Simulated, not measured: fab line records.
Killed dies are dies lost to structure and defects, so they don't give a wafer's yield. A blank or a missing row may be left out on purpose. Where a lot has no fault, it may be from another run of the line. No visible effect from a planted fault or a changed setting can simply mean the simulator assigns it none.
Matching of chambers :: flow n5 finfet :: cvd co-02 running N5_BEOL_M3_CO_CAP_55: 3 sister chambers
The step material Co, precursor CCTBA/H2, target thk 2 nm, time 102.1 s. 16 wafers are shown with their chamber, then 8 later ones without.

== EACH WAFER AND ITS CHAMBER ==
wafer: L074.1
chamber: 0
heater power outer w (W): 126
heater power w (W): 227

wafer: L074.2
chamber: 1
heater power outer w (W): 110
heater power w (W): 205

wafer: L074.3
chamber: 2
heater power outer w (W): 117
heater power w (W): 234

wafer: L076.1
chamber: 1
heater power outer w (W): 107
heater power w (W): 208

wafer: L076.2
chamber: 2
heater power outer w (W): 119
heater power w (W): 234

wafer: L076.4
chamber: 2
heater power outer w (W): 114
heater power w (W): 233

wafer: L078.1
chamber: 0
heater power outer w (W): 124
heater power w (W): 221

wafer: L078.2
chamber: 1
heater power outer w (W): 109
heater power w (W): 203

wafer: L078.3
chamber: 2
heater power outer w (W): 114
heater power w (W): 229

wafer: L081.1
chamber: 2
heater power outer w (W): 115
heater power w (W): 228

wafer: L081.2
chamber: 1
heater power outer w (W): 108
heater power w (W): 206

wafer: L081.6
chamber: 1
heater power outer w (W): 112
heater power w (W): 210

wafer: L082.2
chamber: 0
heater power outer w (W): 125
heater power w (W): 228

wafer: L082.5
chamber: 0
heater power outer w (W): 127
heater power w (W): 222

wafer: L082.6
chamber: 2
heater power outer w (W): 117
heater power w (W): 223

wafer: L086.2
chamber: 0
heater power outer w (W): 123
heater power w (W): 225

SIGNATURES, as means of the wafers listed above
reading: heater power outer w
chamber 0: 125.00
chamber 1: 109.20
chamber 2: 116.00
scatter within a chamber: 1.86

reading: heater power w
chamber 0: 224.60
chamber 1: 206.40
chamber 2: 230.17
scatter within a chamber: 3.52
Rule: for each reading, subtract the chamber's mean from the wafer's reading, divide by that reading's scatter and square the result; add these up over the readings and take the root, which gives the wafer's distance from the chamber. The wafer belongs to the nearest chamber; if the next one is less than 2 further off, it can't be placed. The scatter: the root of (the sum of the squares of (reading less its chamber's mean) over the shown wafers, divided by (wafers less chambers)).

== WAFERS WHOSE CHAMBER IS MISSING ==
wafer: L086.5
heater power outer w (W): 106
heater power w (W): 201

wafer: L086.6
heater power outer w (W): 129
heater power w (W): 226

wafer: L087.3
heater power outer w (W): 108
heater power w (W): 207

wafer: L087.5
heater power outer w (W): 107
heater power w (W): 210

wafer: L087.6
heater power outer w (W): 128
heater power w (W): 229

wafer: L091.1
heater power outer w (W): 125
heater power w (W): 220

wafer: L091.5
heater power outer w (W): 115
heater power w (W): 236

wafer: L091.6
heater power outer w (W): 129
heater power w (W): 228

== CHAMBER TAKEN BY EACH ==
wafer: L086.5
from the rows above: 1
in truth: 1

wafer: L086.6
from the rows above: 0
in truth: 0

wafer: L087.3
from the rows above: 1
in truth: 1

wafer: L087.5
from the rows above: 1
in truth: 1

wafer: L087.6
from the rows above: 0
in truth: 0

wafer: L091.1
from the rows above: 0
in truth: 0

wafer: L091.5
from the rows above: 2
in truth: 2

wafer: L091.6
from the rows above: 0
in truth: 0
8 of 8 placed correctly. From these rows, 0 cannot be placed. Placed wrongly: 0.
